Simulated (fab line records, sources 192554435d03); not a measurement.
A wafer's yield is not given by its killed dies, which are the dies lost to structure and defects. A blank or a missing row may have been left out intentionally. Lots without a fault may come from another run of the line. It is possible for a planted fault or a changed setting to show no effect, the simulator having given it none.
Chamber matching -- flow n5_finfet -- cvd_co-02 running N5_BEOL_M1_CO_CAP_55: 3 sister chambers
The step material Co, precursor CCTBA/H2, target thk 2 nm, time 102.1 s. 6 wafers are shown with their chamber, then 12 later ones without.

WAFERS, EACH WITH ITS CHAMBER
wafer,chamber,heater_power_w (W)
L089.1,2,261
L089.4,1,251
L089.5,0,242
L090.2,0,240
L090.3,1,252
L090.5,2,251

WAFERS WITH NO CHAMBER GIVEN
wafer,heater_power_w (W)
L092.2,262
L092.4,253
L092.5,235
L095.1,261
L095.4,252
L095.6,241
L097.3,248
L097.5,257
L097.6,245
L091.3,256
L091.4,257
L091.5,251

THE CHAMBER EACH PASSED THROUGH
wafer,from the rows above,in truth
L092.2,can't be placed: 2 or 1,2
L092.4,can't be placed: 1 or 2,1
L092.5,0,0
L095.1,can't be placed: 2 or 1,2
L095.4,can't be placed: 1 or 2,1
L095.6,0,0
L097.3,can't be placed: 1 or 0 or 2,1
L097.5,can't be placed: 2 or 1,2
L097.6,can't be placed: 0 or 1 or 2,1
L091.3,can't be placed: 2 or 1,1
L091.4,can't be placed: 2 or 1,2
L091.5,can't be placed: 1 or 2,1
Correct placement for 2 of the 12. From these rows, 10 cannot be placed; in 10 the true chamber is one of the candidates. Wrongly placed: 0.
How it was worked out, from the rows above alone: a wafer's distance from a chamber is the root of the sum, over the readings, of the square of ((its reading less the chamber's mean) divided by the reading's scatter). The wafer belongs to the nearest chamber; if the next one is less than 2 further off, it can't be placed. A chamber's mean is the mean of its shown wafers. The scatter: take each reading less its chamber's mean, square it, sum over the shown wafers, divide by the number of wafers less the number of chambers, and take the root.
